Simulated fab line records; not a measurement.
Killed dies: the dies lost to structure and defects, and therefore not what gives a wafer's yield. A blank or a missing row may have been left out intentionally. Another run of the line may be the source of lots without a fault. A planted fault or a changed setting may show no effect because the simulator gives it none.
Chamber matching	flow n5-finfet	N5_BEOL_M12_ETCH_68 on rie-diel-04 has 4 sister chambers
The step etches SOC in N2/H2, time 285 s. 7 wafers are shown with their chamber, then 7 later ones without.

WAFERS PAIRED WITH THEIR CHAMBERS
wafer	chamber	showerhead-plenum-p-Torr (Torr)	throttle-valve-pct (%)
L074.6	2	2.52	18.33
L076.4	2	2.52	18.33
L084.1	0	2.70	17.92
L084.2	3	2.46	17.30
L084.5	3	2.46	17.29
L094.1	1	2.60	17.33
L094.2	0	2.68	17.99

WAFERS WITHOUT THEIR CHAMBER
wafer	showerhead-plenum-p-Torr (Torr)	throttle-valve-pct (%)
L094.3	2.50	17.94
L095.3	2.45	17.33
L095.5	2.68	17.97
L095.6	2.45	17.32
L097.2	2.68	17.99
L097.4	2.50	17.97
L097.5	2.60	17.36

CHAMBER TAKEN BY EACH
wafer	from the rows above	in truth
L094.3	2	2
L095.3	3	3
L095.5	0	0
L095.6	3	3
L097.2	0	0
L097.4	2	2
L097.5	1	1
Placed correctly: 7 of 7. Number that these rows cannot place: 0. 0 placed wrongly.
How it was worked out, from the rows above alone: a wafer's distance from a chamber is the root of the sum, over the readings, of the square of ((its reading less the chamber's mean) divided by the reading's scatter). The wafer belongs to the nearest chamber; if the next one is less than 2 further off, it can't be placed. The mean given for a chamber averages the wafers shown for that chamber. The scatter is the square root of a quotient: the sum, over the shown wafers, of each reading's squared deviation from its chamber's mean, divided by wafers minus chambers.
